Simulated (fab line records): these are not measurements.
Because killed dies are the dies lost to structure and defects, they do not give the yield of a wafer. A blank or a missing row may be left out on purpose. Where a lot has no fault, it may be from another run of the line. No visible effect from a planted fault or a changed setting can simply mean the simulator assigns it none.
Struck lot and sound lot, side by side :: flow n5Finfet :: 17 steps out of a route of 1938
Sound: wafers L174.3, L174.5, L174.6. Struck: wafer L169.4. (L169.2 of the same lot was not struck and is left out.) The cause comes at the end.
Order at every step that has rows: each side's tool, ch and its chambers, its first start. Under that, the readings that differ: sound wafers :: struck wafers :: difference of the means :: sigmas: that difference in standard deviations of wafers without a fault.
alike: readings with means less than 2 such deviations apart, plus words and numbers identical on both sides. not compared: withheld readings, readings lacking a value on some wafer, bounds such as >300 that could conceal the same value, and numbers that have no deviation in the record and whose values overlap.
A row with sigmas, a row that says differs or no value, or rows on one side alone: a step with any of these is where the two part. When numbers do not overlap yet have no deviation, they are printed without sigmas and do not part them. A reading missing from all wafers of one side parts the sides only when that side holds two or more wafers.

first, 4 steps without rows for these wafers: N5_BEOL_M10_HM_STRIP_39 (strips TiN in peroxide tin strip, target depth 25 nm, time 158 s); N5_BEOL_M10_SRD_40 (time 30 s); N5_BEOL_M10_PRECLEAN_42 (cleans in residue remover, time 60 s); N5_BEOL_M10_SRD_43 (time 30 s).
N5_BEOL_M10_CD_MEAS_35 targets a cd of 70 nm.
  sound: cdSem-03 at day 18 18:35; struck: cdSem-03 at day 18 05:28
  alike: cdNm
then, 1 step without rows for these wafers: N5_BEOL_M10_CURE_72 (cures SiCOH lowk, time 120 s).
N5_BEOL_M10_DEGAS_44: time 60 s.
  sound: pvdSputter-02 at day 18 19:01; struck: pvdSputter-02 at day 18 06:01
reading: heaterPowerW (W)
sound: 411 306 403
struck: 309
difference: -64
sigmas: -2
  alike: susceptorTempC
N5_BEOL_M10_PRE_CLEAN_45: time 30 s.
  sound: pvdSputter-02 at day 18 19:03; struck: pvdSputter-02 at day 18 06:03
reading: heaterPowerW (W)
sound: 409 317 405
struck: 307
difference: -70
sigmas: -2
  alike: susceptorTempC
N5_BEOL_M10_ALD_74: deposits TaN, target thk 2 nm, pulse time 2 s, purge time 3 s.
  sound on aldMetal-03 ch 0,1,2, day 18 19:07; struck on aldMetal-03 ch 1, day 18 06:07
  alike: heaterPowerW, mfcCarrierSccm, susceptorTempC
N5_BEOL_M10_SURFACE_TREAT_76:
  sound: pvdSputter-02 at day 18 19:23; struck: pvdSputter-01 at day 18 06:24
  not compared: throttleValvePct
then, 2 steps without rows for these wafers: N5_BEOL_M10_CVD_75 (deposits Co from CCTBA/H2, target thk 2 nm, time 138.9 s); N5_BEOL_M10_SPUTTER_48 (material Cu, target thk 12 nm, time 2 s).
N5_BEOL_M10_ECD_50: material Cu, target thk 318 nm.
  sound on ecdCu-01 ch 0,1, day 18 19:43; struck on ecdCu-02 ch 1, day 18 07:30
reading: model.Cu_of_BEOL_M10_ECD_50.thkNm (nm)
sound: 314.8 313.8 316
struck: 220.6
difference: -94.3
sigmas: 
N5_BEOL_M10_ANNEAL_51: time 90 s.
  sound on rtpAnneal-01 ch 0, day 18 19:53; struck on rtpAnneal-01 ch 0, day 18 07:42
  alike: wafer_temp_C_max
N5_BEOL_M10_CMP_52: polishes, stops on SiCOH lowk, t overpolish 7 s, target thk 140 nm.
  sound on cmp-02 ch 0,1,2, day 18 20:11; struck on cmp-02 ch 3, day 18 07:57
reading: timeToEndpointS (s)
sound: 65 71 68
struck: 43
difference: -25
sigmas: -6
  alike: clearingPlatenDownForcePsi, headPressurePsi, motorCurrentA
N5_BEOL_M10_THK_MEAS_53: measures by xrf.
  sound: filmMetro-02 at day 18 20:24; struck: filmMetro-01 at day 18 08:16
  alike: M10_THK
after that, 1 step had no rows for these wafers: N5_PASSIVATION_PROBE_49.

== WHERE THEY PART ==
At N5_BEOL_M10_DEGAS_44 first; at N5_BEOL_M10_CMP_52 last (within this record only). Later steps at which nothing parts them and some readings are alike: N5_BEOL_M10_THK_MEAS_53.

WHY: the cause the simulator had injected
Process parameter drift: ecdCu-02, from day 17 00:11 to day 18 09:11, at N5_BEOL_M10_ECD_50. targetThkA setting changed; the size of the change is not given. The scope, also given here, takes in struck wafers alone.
